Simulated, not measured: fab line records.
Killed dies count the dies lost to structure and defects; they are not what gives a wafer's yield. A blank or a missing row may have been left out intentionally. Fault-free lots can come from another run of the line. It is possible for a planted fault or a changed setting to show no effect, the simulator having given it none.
Which tool did it?    flow nandHarc    Sampling: 12 lots, 34 wafers, 6 of 1159 route steps

== WHAT THE GAUGES SHOWED, per wafer ==
NHARC_A_ONON_D1_THK_MEAS_30: measures by ellipsometry.
lot   measured      on            thkNm (nm)
L609  day 8 21:16   filmMetro-01  987 986 985
L607  day 8 21:23   filmMetro-02  985 987 984
L608  day 8 21:46   filmMetro-01  1008 1008 1007
L611  day 9 03:56   filmMetro-01  1003 1005 1004
L612  day 9 06:58   filmMetro-02  979 978 978
L616  day 10 21:32  filmMetro-01  1000 684
L618  day 11 05:17  filmMetro-02  983 667
L622  day 11 23:05  filmMetro-01  988 987 984
L624  day 12 17:02  filmMetro-02  1015 1013 1013
L628  day 13 15:53  filmMetro-02  1000 1000 1001
L629  day 13 15:54  filmMetro-02  1001 1002 1004
L630  day 13 21:33  filmMetro-02  994 994 991

NHARC_END_SORT_01.
lot   measured      on         killedAtArray  killedAtOther  killedAtPeriphery  killedDies  killedOpen  killedShort
L616  day 22 09:40  prober-01  13 672         0 0            6 5                19 677      2 4         2 3
L618  day 22 09:56  prober-02  38 669         0 1            8 7                46 677      3 4         1 2

== WHAT TOOL EACH LOT RAN ON (gives the tool, then ch and the chambers of the sampled wafers, and finally the start) ==
lot   NHARC_P_BONDPAD_ANNEAL_28        NHARC_A_ZERO_WELL_DESCUM_12        NHARC_A_ONON_D1_DEP_28           NHARC_A_CHANNEL_HOLE_D1_ETCH_38
L609  rtpAnneal-02 ch 0, day 7 07:55   rieDiel-09 ch 2,3, day 7 10:19     pecvdOnon-03 ch 0, day 8 20:45   rieDiel-12 ch 0,3, day 9 00:46
L607  rtpAnneal-01 ch 0, day 7 08:23   rieDiel-09 ch 0,1,2, day 7 11:05   pecvdOnon-02 ch 0, day 8 20:57   rieDiel-06 ch 0,1,2, day 9 02:18
L608  rtpAnneal-02 ch 0, day 7 09:50   rieDiel-05 ch 2,3, day 7 12:17     pecvdOnon-02 ch 0, day 8 21:21   rieDiel-04 ch 2,3, day 9 02:41
L611  rtpAnneal-01 ch 0, day 7 14:45   rieDiel-03 ch 0,2,3, day 7 17:01   pecvdOnon-02 ch 0, day 9 03:23   rieDiel-04 ch 0,1,2, day 9 08:31
L612  rtpAnneal-01 ch 0, day 7 18:38   rieDiel-03 ch 0,1,2, day 7 20:54   pecvdOnon-03 ch 0, day 9 06:26   rieDiel-06 ch 0,3, day 9 10:43
L616  rtpAnneal-02 ch 0, day 9 08:54   rieDiel-05 ch 2,3, day 9 11:13     pecvdOnon-02 ch 0, day 10 21:01  rieDiel-12 ch 1, day 11 03:07
L618  rtpAnneal-01 ch 0, day 9 16:58   rieDiel-09 ch 1,3, day 9 19:22     pecvdOnon-02 ch 0, day 11 04:46  rieDiel-12 ch 1, day 11 10:21
L622  rtpAnneal-01 ch 0, day 10 11:22  rieDiel-03 ch 0,1,2, day 10 13:46  pecvdOnon-03 ch 0, day 11 22:34  rieDiel-06 ch 0,1,2, day 12 02:54
L624  rtpAnneal-02 ch 0, day 10 23:41  rieDiel-03 ch 0,2,3, day 11 02:08  pecvdOnon-03 ch 0, day 12 16:32  rieDiel-04 ch 0,1,2, day 12 21:57
L628  rtpAnneal-01 ch 0, day 12 01:44  rieDiel-03 ch 1,2,3, day 12 04:04  pecvdOnon-03 ch 0, day 13 15:22  rieDiel-06 ch 0,1,3, day 13 19:26
L629  rtpAnneal-02 ch 0, day 12 02:40  rieDiel-09 ch 0,1,2, day 12 04:50  pecvdOnon-01 ch 0, day 13 15:31  rieDiel-04 ch 0,1, day 13 19:41
L630  rtpAnneal-02 ch 0, day 12 09:17  rieDiel-03 ch 1,2,3, day 12 11:38  pecvdOnon-03 ch 0, day 13 21:02  rieDiel-12 ch 0,1,3, day 14 00:58
- NHARC_P_BONDPAD_ANNEAL_28: time 90 s.
- NHARC_A_ZERO_WELL_DESCUM_12: chemistry O2, time 3 s.
- NHARC_A_ONON_D1_DEP_28: target thk 1000 nm.
- NHARC_A_CHANNEL_HOLE_D1_ETCH_38: etches the open film in CF4, target depth 39 nm, time 65 s.

== AS READ BY THE TOOLS THEMSELVES (means over the sampled wafers that have a number; for cases with no such wafer, the mark the record gives instead) ==
NHARC_P_BONDPAD_ANNEAL_28.
lot   tool          wafer_temp_C_max
L609  rtpAnneal-02  225.99
L607  rtpAnneal-01  225.87
L608  rtpAnneal-02  226.07
L611  rtpAnneal-01  225.83
L612  rtpAnneal-01  226.16
L616  rtpAnneal-02  226.06
L618  rtpAnneal-01  225.91
L622  rtpAnneal-01  225.81
L624  rtpAnneal-02  226.32
L628  rtpAnneal-01  226.26
L629  rtpAnneal-02  226.01
L630  rtpAnneal-02  226.07

NHARC_A_ZERO_WELL_DESCUM_12.
lot   tool        drypumpMotorCurrentA (A)  oesProductAu (a.u.)  rfVppV (V)  showerheadPlenumPTorr (Torr)  throttleValvePct (%)
L609  rieDiel-09  6.0                       0.986                58.3        1.99                          11.317
L607  rieDiel-09  6.2                       1.007                58.1        1.95                          11.314
L608  rieDiel-05  5.6                       0.982                57.6        1.89                          11.305
L611  rieDiel-03  5.7                       1.010                58.1        1.98                          11.312
L612  rieDiel-03  5.8                       1.002                58.8        1.98                          11.312
L616  rieDiel-05  5.7                       1.007                57.8        1.87                          11.299
L618  rieDiel-09  6.2                       0.993                58.1        1.98                          11.312
L622  rieDiel-03  5.8                       0.991                57.7        1.98                          11.307
L624  rieDiel-03  5.6                       0.999                57.8        1.98                          11.304
L628  rieDiel-03  5.6                       1.001                58.8        1.96                          11.315
L629  rieDiel-09  6.3                       1.007                58.5        1.95                          11.315
L630  rieDiel-03  5.5                       1.001                58.7        1.96                          11.322

NHARC_A_ONON_D1_DEP_28.
lot   tool          susceptorTempC (C)
L609  pecvdOnon-03  399.71
L607  pecvdOnon-02  400.02
L608  pecvdOnon-02  400.06
L611  pecvdOnon-02  399.99
L612  pecvdOnon-03  399.76
L616  pecvdOnon-02  400.23
L618  pecvdOnon-02  399.81
L622  pecvdOnon-03  400.20
L624  pecvdOnon-03  399.95
L628  pecvdOnon-03  399.85
L629  pecvdOnon-01  400.06
L630  pecvdOnon-03  399.98

NHARC_A_CHANNEL_HOLE_D1_ETCH_38.
lot   tool        drypumpMotorCurrentA (A)  oesProductAu (a.u.)  rfVppV (V)  showerheadPlenumPTorr (Torr)  throttleValvePct (%)
L609  rieDiel-12  5.4                       0.994                149.4       1.67                          13.278
L607  rieDiel-06  5.9                       0.999                150.2       1.70                          13.274
L608  rieDiel-04  5.7                       1.011                150.2       1.72                          13.286
L611  rieDiel-04  5.7                       1.004                150.8       1.77                          13.280
L612  rieDiel-06  5.4                       1.000                151.2       1.78                          13.286
L616  rieDiel-12  4.8                       0.992                149.8       1.76                          13.281
L618  rieDiel-12  4.8                       1.004                150.9       1.76                          13.291
L622  rieDiel-06  6.0                       0.995                150.1       1.70                          13.284
L624  rieDiel-04  5.7                       1.004                150.2       1.77                          13.282
L628  rieDiel-06  5.6                       1.000                151.7       1.75                          13.275
L629  rieDiel-04  5.6                       0.993                151.6       1.83                          13.282
L630  rieDiel-12  5.3                       1.002                150.6       1.70                          13.291

== THE ANSWER, worked out from the rows above alone ==
Rule: what is usual is taken from the lots themselves. Put in order of their means at a reading, lots are off if they are a third of the lots or fewer, leave a main group of 4 or more, and stand apart from it by a gap of 3 or more times the standard deviation of the main group's means; of several such gaps the widest counts. A main group is skipped when, at the precision printed for the reading in the tables above, its means are all equal. Also off: a lot with no number at a reading for which 4 or more lots have one. The other lots that the step has rows for count as sound. First the gauges in route order, then the tools' own readings, where a lot's mean is used as printed above. The first step at which some lot is off is used, and at that step the reading that is off furthest; a lot without a number counts as furthest.
Off, at NHARC_A_ONON_D1_THK_MEAS_30 on thkNm: L616, L618. Mean 996 nm and standard deviation 11 in the main group.
A tool fits if, at a process step before that reading, it ran every lot that is off, and no sound lot after the first of them. The gauges at NHARC_A_ONON_D1_THK_MEAS_30 are tried like those tools. One candidate fits, namely pecvdOnon-02 at NHARC_A_ONON_D1_DEP_28. Its last sound lot is L611 (day 9 03:23), its first lot that is off L616 (day 10 21:01): a fault that began between those two fits.

== WHAT THE SIMULATOR HAD PUT IN ==
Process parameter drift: pecvdOnon-02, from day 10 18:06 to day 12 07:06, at NHARC_A_ONON_D1_DEP_28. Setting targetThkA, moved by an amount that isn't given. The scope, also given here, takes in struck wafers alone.
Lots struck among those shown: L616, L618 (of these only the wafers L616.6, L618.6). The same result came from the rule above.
